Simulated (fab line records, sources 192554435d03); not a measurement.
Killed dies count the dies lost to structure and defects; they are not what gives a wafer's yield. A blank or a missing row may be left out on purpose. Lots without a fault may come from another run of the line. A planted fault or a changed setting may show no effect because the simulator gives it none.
fab line records	flow n5-finfet
record lots=14	wafers=40	last-day=18
route steps=1938 shown MOL_CONTACT_COAG@543
lots that met no fault: taken from a fault-free run of the same line
start-h: the number of hours between the record's first day and the start of the first shown wafer of the lot	wait-h: time in hours since the lot's previous step	" repeats the value in the row above	L1.1+2: several wafers, shown together as one row	- no value, or no start was given	* or withheld: withheld	< > ~ a bound
route shown NAME@n: NAME is a module with steps in the file, n the number in the route of the first one	usual: average and standard deviation across the fault-free wafers	same: alike in all rows	chamber/n: place in a boat	sites: readings site by site	_std_site: standard deviation of those values	_edge_site: outer sites' mean less inner sites'	radius-mm: for every site, how far away it sits from the centre of the wafer	mask NAME#n: copy n	behind: the tool/chamber that last shaped the wafer	hold: why the lot went on hold/how many hours it stayed there/how the hold came to an end	device: transistor that didn't switch, given as n, p or np	end of line: at the end of the route, the tests of the same wafers	a step without rows: its recipe alone	killed: at the first sort, the dies lost to defects and structure; wafer yield is something else	map: the dies of a wafer, with x for killed, . for not killed, _ for no die there
set.NAME: the setting that was run; set.NAME@STEP: the one run at that earlier step	model.NAME: the simulator's own value behind a step, which no gauge read
steps of the route over a sample of lots; a table a step, a row a wafer
services: a tool's chamber out of use, with start hour (start-h, from the record's first day; less than 0 if before it), hours out, and reason
## steps
# step N5_MOL_CONTACT_COAG_TI_SIL_19
# recipe material=Ti	target-thk-a=42	temp-c=200	chamber-pressure-pa=5	power-w=5000	time-s=15
# usual throttle-valve-pct=30.4/1
lot.wafer	tool	chamber	start-h	wait-h	throttle-valve-pct
L553.1	pvd-sputter-02	-	97.05	0.2	29.9
L553.4	"	-	"	"	32.1
L553.6	"	-	"	"	32.4
L556.2	pvd-sputter-01	-	113.25	0.3	31.4
L556.5	"	-	"	"	31.6
L556.6	"	-	"	"	31.2
L557.2	pvd-sputter-01	-	121.99	0.2	28.5
L557.4	"	-	"	"	31.6
L557.6	"	-	"	"	30.0
L559.3	pvd-sputter-03	-	135.44	0.2	30.9
L559.5	"	-	"	"	29.6
L559.6	"	-	"	"	30.9
L561.1	pvd-sputter-03	-	145.39	0.3	29.1
L561.3	"	-	"	"	29.6
L561.4	"	-	"	"	30.8
L563.4	pvd-sputter-03	-	153.80	0.1	29.2
L563.6	"	-	"	"	29.3
L564.1	pvd-sputter-02	-	162.30	0.4	30.2
L564.2	"	-	"	"	30.1
L564.4	"	-	"	"	30.5
L566.2	pvd-sputter-01	-	174.28	0.2	31.1
L566.3	"	-	"	"	28.5
L566.6	"	-	"	"	31.6
L568.1	pvd-sputter-03	-	183.48	0.3	29.5
L568.2	"	-	"	"	30.7
L568.3	"	-	"	"	29.0
L569.1	pvd-sputter-02	-	191.36	0.4	30.3
L569.2	"	-	"	"	29.7
L569.6	"	-	"	"	30.1
L572.3	pvd-sputter-03	-	215.46	0.2	29.4
L572.4	"	-	"	"	29.6
L572.6	"	-	"	"	30.9
L573.2	pvd-sputter-03	-	217.48	0.4	29.3
L573.3	"	-	"	"	29.3
L573.6	"	-	"	"	30.8
L574.1	pvd-sputter-02	-	223.06	0.2	30.8
L574.4	"	-	"	"	31.9
L574.6	"	-	"	"	29.8
L575.1	pvd-sputter-01	-	229.69	0.2	31.2
L575.4	"	-	"	"	28.4
# step N5_MOL_CONTACT_COAG_ALD_20
# recipe material=TiN	target-thk-a=15	temp-c=400	ald-precursor-family=TiCl4	ald-co-reactant=NH3	pulse-time-s=1	purge-time-s=3	co-reactant-purge-time-s=2	co-reactant-pulse-time-s=2	ald-cycles=68	pressure-torr=3
# usual heater-power-w=850/65	precursor-pulse-height-rel=0.998/0.018
# same ald-cycles=68
lot.wafer	tool	chamber	start-h	wait-h	heater-power-w	precursor-pulse-height-rel
L553.1	ald-metal-04	0	97.18	0.1	924	1.006
L553.4	"	3	"	"	781	1.023
L553.6	"	2	"	"	777	0.992
L556.2	ald-metal-02	1	113.37	0.1	859	1.005
L556.5	"	1	"	"	852	1.004
L556.6	"	0	"	"	921	1.008
L557.2	ald-metal-04	2	122.11	0.1	773	0.991
L557.4	"	3	"	"	763	1.024
L557.6	"	0	"	"	920	0.981
L559.3	ald-metal-04	0	135.56	0.1	915	0.982
L559.5	"	0	"	"	916	0.974
L559.6	"	3	"	"	775	0.987
L561.1	ald-metal-04	3	145.52	0.1	758	0.992
L561.3	"	2	"	"	800	0.992
L561.4	"	1	"	"	856	0.995
L563.4	ald-metal-02	2	153.92	0.1	937	1.030
L563.6	"	3	"	"	907	0.995
L564.1	ald-metal-01	1	162.42	0.1	849	0.992
L564.2	"	2	"	"	880	0.985
L564.4	"	0	"	"	848	1.003
L566.2	ald-metal-02	3	174.40	0.1	887	1.014
L566.3	"	1	"	"	872	1.010
L566.6	"	1	"	"	871	1.044
L568.1	ald-metal-02	0	183.60	0.1	934	1.013
L568.2	"	2	"	"	943	0.998
L568.3	"	1	"	"	883	0.985
L569.1	ald-metal-04	3	191.48	0.1	766	1.018
L569.2	"	0	"	"	902	1.005
L569.6	"	2	"	"	790	1.018
L572.3	ald-metal-01	1	215.59	0.1	817	1.003
L572.4	"	3	"	"	756	1.010
L572.6	"	0	"	"	798	0.989
L573.2	ald-metal-04	0	217.61	0.1	921	0.974
L573.3	"	3	"	"	763	0.991
L573.6	"	0	"	"	923	1.026
L574.1	ald-metal-01	2	223.18	0.1	889	1.010
L574.4	"	0	"	"	820	1.008
L574.6	"	0	"	"	801	0.954
L575.1	ald-metal-04	3	229.81	0.1	779	1.001
L575.4	"	2	"	"	784	0.985
# step N5_MOL_CONTACT_COAG_DEVELOP_83
# recipe develop-time-s=30	developer=TMAH	resist=CAR-EUV	rinse-liquid=surfactant-rinse	dry=air-spin	dev-temp-c=23
# usual chill-plate-temp-C=22.97/0.11	develop-time-s=30/0
lot.wafer	tool	chamber	start-h	wait-h	chill-plate-temp-C	develop-time-s
L553.1	litho-track-03	0	106.91	-	23.09	30
L553.4	"	0	"	"	22.99	30
L553.6	"	0	"	"	23.18	30
L556.2	litho-track-02	-	120.66	-	-	-
L556.5	"	-	"	"	-	-
L556.6	"	-	"	"	-	-
L557.2	litho-track-01	-	130.17	-	-	-
L557.4	"	-	"	"	-	-
L557.6	"	-	"	"	-	-
L559.3	litho-track-01	0	143.53	-	22.99	30
L559.5	"	0	"	"	23.01	30
L559.6	"	0	"	"	22.89	30
L561.1	litho-track-01	0	153.41	-	23.05	30
L561.3	"	0	"	"	23.07	30
L561.4	"	0	"	"	22.98	30
L563.4	litho-track-03	0	163.07	-	22.83	30
L563.6	"	0	"	"	22.95	30
L564.1	litho-track-01	0	174.58	-	23.09	30
L564.2	"	0	"	"	23.05	30
L564.4	"	0	"	"	22.98	30
L566.2	litho-track-01	0	182.36	-	22.90	30
L566.3	"	0	"	"	22.69	30
L566.6	"	0	"	"	22.69	30
L568.1	litho-track-01	0	195.62	-	23.03	30
L568.2	"	0	"	"	23.12	30
L568.3	"	0	"	"	22.88	30
L569.1	litho-track-02	0	199.65	-	22.94	30
L569.2	"	0	"	"	22.87	30
L569.6	"	0	"	"	22.92	30
L572.3	litho-track-02	0	226.14	-	22.94	30
L572.4	"	0	"	"	22.79	30
L572.6	"	0	"	"	22.99	30
L573.2	litho-track-01	0	226.19	-	22.86	30
L573.3	"	0	"	"	23.04	30
L573.6	"	0	"	"	22.91	30
L574.1	litho-track-03	0	233.11	-	22.83	30
L574.4	"	0	"	"	22.87	30
L574.6	"	0	"	"	22.85	30
L575.1	litho-track-01	0	237.64	-	22.97	30
L575.4	"	0	"	"	22.90	30
# step N5_MOL_CONTACT_COAG_ETCH_89
# recipe chemistry=N2/H2	target=underlayer	target-depth-a=130	mask-material=CAR-EUV	time-s=10.4	ion-energy-ev=200	pressure-mtorr=30	source-w=840	bias-w=150	n2-flow-sccm=200	h2-flow-sccm=200	ends=cleared
# usual drypump-motor-current-A=5.6/0.5	etch-rf-on-time-s=10.40/0.18	oes-product-au=0.68/0.085	rf-vpp-V=523.6/2.3	showerhead-plenum-p-Torr=2.53/0.075	throttle-valve-pct=17.9/0.31
lot.wafer	tool	chamber	start-h	wait-h	drypump-motor-current-A	etch-rf-on-time-s	oes-product-au	rf-hours-counter-h	rf-vpp-V	showerhead-plenum-p-Torr	throttle-valve-pct
L553.1	rie-diel-04	0	107.27	0.0	5.0	10.42	0.59	229	520.3	2.54	18.3
L553.4	"	3	"	"	6.2	10.56	0.59	235	523.2	2.51	17.9
L553.6	"	2	"	"	5.1	10.31	0.60	-	522.3	2.51	18.0
L556.2	rie-diel-04	3	121.54	0.0	6.2	10.62	0.59	241	524.5	2.51	17.9
L556.5	"	2	"	"	5.1	10.36	0.61	-	522.5	2.50	18.0
L556.6	"	3	"	"	6.2	10.72	0.60	-	522.3	2.51	17.9
L557.2	rie-diel-04	0	130.39	0.0	5.0	10.41	0.59	238	523.2	2.53	18.3
L557.4	"	1	"	"	6.0	10.20	0.64	177	525.8	2.63	18.2
L557.6	"	0	"	"	5.0	10.41	0.59	-	522.4	2.53	18.4
L559.3	rie-diel-04	0	143.75	0.0	5.0	10.51	0.59	243	523.1	2.53	18.3
L559.5	"	1	"	"	6.0	10.30	0.63	-	526.1	2.63	18.2
L559.6	"	0	"	"	4.9	10.46	0.59	-	523.2	2.53	18.3
L561.1	rie-diel-03	1	153.63	0.0	5.3	10.50	0.72	61	522.8	2.47	17.5
L561.3	"	3	"	"	5.1	10.59	0.64	135	526.7	2.67	17.9
L561.4	"	0	"	"	6.1	10.17	0.77	25	523.5	2.49	18.0
L563.4	rie-diel-02	1	163.64	0.0	6.4	10.90	0.58	249	523.6	2.50	17.6
L563.6	"	1	"	"	6.5	10.98	0.58	-	523.1	2.50	17.6
L564.1	rie-diel-02	0	174.80	0.0	5.1	10.37	0.61	217	518.6	2.40	18.2
L564.2	"	3	"	"	5.3	10.17	0.78	28	528.2	2.69	17.5
L564.4	"	2	"	"	5.1	10.48	0.72	-	521.4	2.49	17.8
L566.2	rie-diel-04	1	182.87	0.0	6.0	10.35	0.62	199	526.4	2.62	18.2
L566.3	"	2	"	"	5.0	10.06	0.82	8	522.3	2.50	17.6
L566.6	"	2	"	"	5.1	10.12	0.81	-	522.0	2.50	17.6
L568.1	rie-diel-03	2	196.72	0.0	5.9	10.37	0.60	230	522.0	2.51	18.0
L568.2	"	3	"	"	5.2	10.48	0.62	156	526.0	2.66	17.9
L568.3	"	1	"	"	5.3	10.51	0.71	82	519.8	2.46	17.5
L569.1	rie-diel-02	3	199.88	0.0	5.3	10.13	0.77	38	528.1	2.68	17.5
L569.2	"	1	"	"	6.4	10.20	0.82	6	522.7	2.49	17.2
L569.6	"	1	"	"	6.4	10.27	0.82	-	523.7	2.49	17.2
L572.3	rie-diel-04	3	226.40	0.0	6.1	10.52	0.76	18	521.5	2.49	17.4
L572.4	"	2	"	"	5.0	10.31	0.77	28	523.7	2.49	17.6
L572.6	"	3	"	"	6.2	10.61	0.76	-	522.3	2.49	17.4
L573.2	rie-diel-04	3	226.51	0.0	6.2	10.55	0.76	18	522.3	2.49	17.4
L573.3	"	0	"	"	5.0	10.09	0.82	6	521.7	2.52	18.0
L573.6	"	3	"	"	6.2	10.40	0.76	-	522.0	2.49	17.5
L574.1	rie-diel-03	2	233.34	0.0	5.9	10.41	0.59	244	523.4	2.51	18.0
L574.4	"	1	"	"	5.3	10.42	0.69	93	522.8	2.45	17.5
L574.6	"	3	"	"	5.2	10.54	0.62	-	527.1	2.65	18.0
L575.1	rie-diel-02	3	237.93	0.0	5.3	10.26	0.75	51	527.2	2.68	17.5
L575.4	"	1	"	"	6.4	10.36	0.78	20	521.1	2.49	17.2
## services
tool	chamber	start-h	hours	kind
rie-diel-02	3	87.23	-	clean
rie-diel-02	3	87.23	-	consumable-replace:focus-ring
rie-diel-02	3	87.23	-	consumable-replace:showerhead
rie-diel-02	3	87.23	14.4	scheduled-down
rie-diel-02	3	87.23	14.4	vent-cycle
pvd-sputter-02	-	92.63	0.5	repair
ald-metal-01	2	93.62	22.0	repair
pvd-sputter-01	-	98.12	1.5	repair
ald-metal-04	-	116.38	0.4	repair
rie-diel-03	1	129.58	13.2	repair
rie-diel-04	2	139.87	-	clean
rie-diel-04	2	139.87	-	consumable-replace:focus-ring
rie-diel-04	2	139.87	23.9	scheduled-down
rie-diel-04	2	139.87	23.9	vent-cycle
rie-diel-04	3	163.89	-	clean
rie-diel-04	3	163.89	-	consumable-replace:focus-ring
rie-diel-04	3	163.89	13.6	scheduled-down
rie-diel-04	3	163.89	13.6	vent-cycle
rie-diel-04	0	177.63	-	clean
rie-diel-04	0	177.63	-	consumable-replace:focus-ring
rie-diel-04	0	177.63	29.9	scheduled-down
rie-diel-04	0	177.63	29.9	vent-cycle
rie-diel-03	1	204.96	8.0	repair
rie-diel-03	0	222.41	3.9	repair
## key
first-sign step=N5_MOL_CONTACT_COAG_DEVELOP_83	reading=tool-record	direction=missing
effect none on later readings
met-at N5_MOL_CONTACT_COAG_DEVELOP_83
struck-lots L556,L557
rows-end L556.2,L556.5,L556.6,L557.2,L557.4,L557.6
not-acting-at N5_MOL_CONTACT_COAG_TI_SIL_19,N5_MOL_CONTACT_COAG_ALD_20,N5_MOL_CONTACT_COAG_ETCH_89
fault kind=skipped-step-whole	tool=litho-track-01,litho-track-02	chamber=-	onset-h=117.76	steps=N5_MOL_CONTACT_COAG_DEVELOP_83	scope=struck-lots-only
# rows-end: these wafers met a further fault down the route, and their rows from its step on are left out
